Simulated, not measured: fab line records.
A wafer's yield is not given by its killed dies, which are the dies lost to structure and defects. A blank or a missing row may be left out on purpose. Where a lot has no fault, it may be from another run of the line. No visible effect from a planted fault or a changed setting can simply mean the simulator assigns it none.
Matching of chambers + flow nand harc + rie si-03 running NHARC_P_ZERO_WELL_ETCH_63: 4 sister chambers
The step etches the open film in HBr/Cl2, target depth 120 nm, time 40.1 s. 8 wafers are shown with their chamber, then 9 later ones without.

## WAFERS, EACH WITH ITS CHAMBER
| wafer  | chamber | drypump motor current A (A) | oes product au (a.u.) |
|--------|---------|-----------------------------|-----------------------|
| L077.2 | 3       | 5.5                         | 0.969                 |
| L077.6 | 0       | 5.2                         | 0.974                 |
| L080.5 | 3       | 5.5                         | 0.958                 |
| L080.6 | 2       | 5.9                         | 1.002                 |
| L084.1 | 0       | 5.3                         | 0.990                 |
| L085.1 | 1       | 6.2                         | 0.972                 |
| L085.5 | 2       | 5.8                         | 1.005                 |
| L085.6 | 1       | 6.2                         | 0.957                 |

## WAFERS MISSING THEIR CHAMBER
| wafer  | drypump motor current A (A) | oes product au (a.u.) |
|--------|-----------------------------|-----------------------|
| L086.1 | 5.9                         | 1.004                 |
| L086.2 | 5.5                         | 0.968                 |
| L086.4 | 6.2                         | 0.951                 |
| L087.2 | 6.1                         | 0.960                 |
| L087.3 | 5.3                         | 0.991                 |
| L087.4 | 5.9                         | 1.008                 |
| L089.2 | 5.9                         | 1.007                 |
| L089.4 | 6.2                         | 0.960                 |
| L089.6 | 5.9                         | 1.011                 |

## WHICH CHAMBER EACH WENT THROUGH
| wafer  | from the rows above | in truth |
|--------|---------------------|----------|
| L086.1 | 2                   | 2        |
| L086.2 | 3                   | 3        |
| L086.4 | 1                   | 1        |
| L087.2 | 1                   | 1        |
| L087.3 | 0                   | 0        |
| L087.4 | 2                   | 2        |
| L089.2 | 2                   | 2        |
| L089.4 | 1                   | 1        |
| L089.6 | 2                   | 2        |
Correctly placed: 9 of 9. Not placeable from these rows: 0. 0 placed wrongly.
How it was worked out, from the rows above alone: a wafer's distance from a chamber is the root of the sum, over the readings, of the square of ((its reading less the chamber's mean) divided by the reading's scatter). The wafer belongs to the nearest chamber; if the next one is less than 2 further off, it can't be placed. For every chamber, the mean is computed from those of its wafers that are shown. The scatter is the square root of a quotient: the sum, over the shown wafers, of each reading's squared deviation from its chamber's mean, divided by wafers minus chambers.
